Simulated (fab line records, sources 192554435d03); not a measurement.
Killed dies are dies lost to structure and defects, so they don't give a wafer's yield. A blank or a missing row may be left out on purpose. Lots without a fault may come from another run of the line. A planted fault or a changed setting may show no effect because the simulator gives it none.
One fault seen from 3 desks | flow n5_finfet | each desk has only its own numbers; what lay behind them comes last

THE DEFECT DESK
What the inspections along the route counted, lot by lot: means of the sampled wafers that have a number. A lot is out of limits, marked OUT, if its mean lies more than 4 standard deviations from the usual mean; the brackets give that distance.
Columns: A = raw_defect_count at N5_HKMG_FIN_INSPECT_28, usual 43
lot  | first seen here | A
L118 | day 4 15:19     | 42
L121 | day 5 10:02     | 38
L127 | day 7 06:29     | 23
L134 | day 8 15:29     | 35
L135 | day 9 00:44     | 32
This desk's finding: nothing out of limits on any of the 5 lots.

THE TOOL OWNER'S DESK: cmp-01
The tool's own readings at N5_HKMG_FIN_CMP_23 (polishes, stops on SiNx, t overpolish 10 s, target thk 46.326 nm): means of the sampled wafers that have a number, for each lot that ran on this tool. A lot is out of limits, marked OUT, if its mean lies more than 4 standard deviations from the usual mean; the brackets give that distance.
Columns: A = motor_current_A at N5_HKMG_FIN_CMP_23, usual 11.8 A; B = overpolish_run_s at N5_HKMG_FIN_CMP_23, usual 10.00 s; C = pad_life_wafers at N5_HKMG_FIN_CMP_23, usual 934; D = time_to_endpoint_s at N5_HKMG_FIN_CMP_23, usual 11.9 s
lot  | first seen here | A    | B     | C    | D
L121 | day 5 09:19     | 12.0 | 10.00 | 1164 | 14.7
L127 | day 7 05:52     | 10.8 | 10.00 | 1490 | 12.1
This desk's finding: nothing out of limits on any of the 2 lots.

THE METROLOGY DESK
What the gauges read, lot by lot, whatever tool the lot ran on: means of the sampled wafers that have a number. A lot is out of limits, marked OUT, if its mean lies more than 4 standard deviations from the usual mean; the brackets give that distance. Of its 10 readings 7 are shown: those that lie furthest out on some lot.
Columns: A = DIBL_N at N5_BEOL_M4_RC_MEAS_101, usual 36.9 mV/V; B = DIBL_P at N5_BEOL_M4_RC_MEAS_101, usual 36.7 mV/V; C = IOFF_N at N5_BEOL_M4_RC_MEAS_101, usual 0.17 nA/um; D = IOFF_P at N5_BEOL_M4_RC_MEAS_101, usual 0.22 nA/um; E = ION_P at N5_BEOL_M4_RC_MEAS_101, usual 461 uA/um; F = SS_P at N5_BEOL_M4_RC_MEAS_101, usual 73.4 mV/dec; G = VT_P at N5_BEOL_M4_RC_MEAS_101, usual -250 mV
lot  | first seen here | A    | B    | C    | D    | E   | F    | G
L118 | day 9 00:00     | 38.0 | 37.8 | 0.19 | 0.22 | 458 | 73.5 | -249
L121 | day 9 03:23     | 37.8 | 37.7 | 0.16 | 0.20 | 454 | 73.6 | -252
L127 | day 11 08:46    | 38.8 | 38.2 | 0.21 | 0.25 | 463 | 74.1 | -248
L134 | day 12 07:05    | 36.2 | 35.9 | 0.15 | 0.21 | 463 | 73.3 | -251
L135 | day 12 15:07    | 35.8 | 34.3 | 0.15 | 0.24 | 468 | 72.8 | -245
This desk's finding: nothing out of limits on any of the 5 lots.

PUT TOGETHER
The defect desk saw nothing out of limits.
The tool owner's desk saw nothing out of limits.
The metrology desk saw nothing out of limits.

WHAT THE SIMULATOR HAD PUT IN
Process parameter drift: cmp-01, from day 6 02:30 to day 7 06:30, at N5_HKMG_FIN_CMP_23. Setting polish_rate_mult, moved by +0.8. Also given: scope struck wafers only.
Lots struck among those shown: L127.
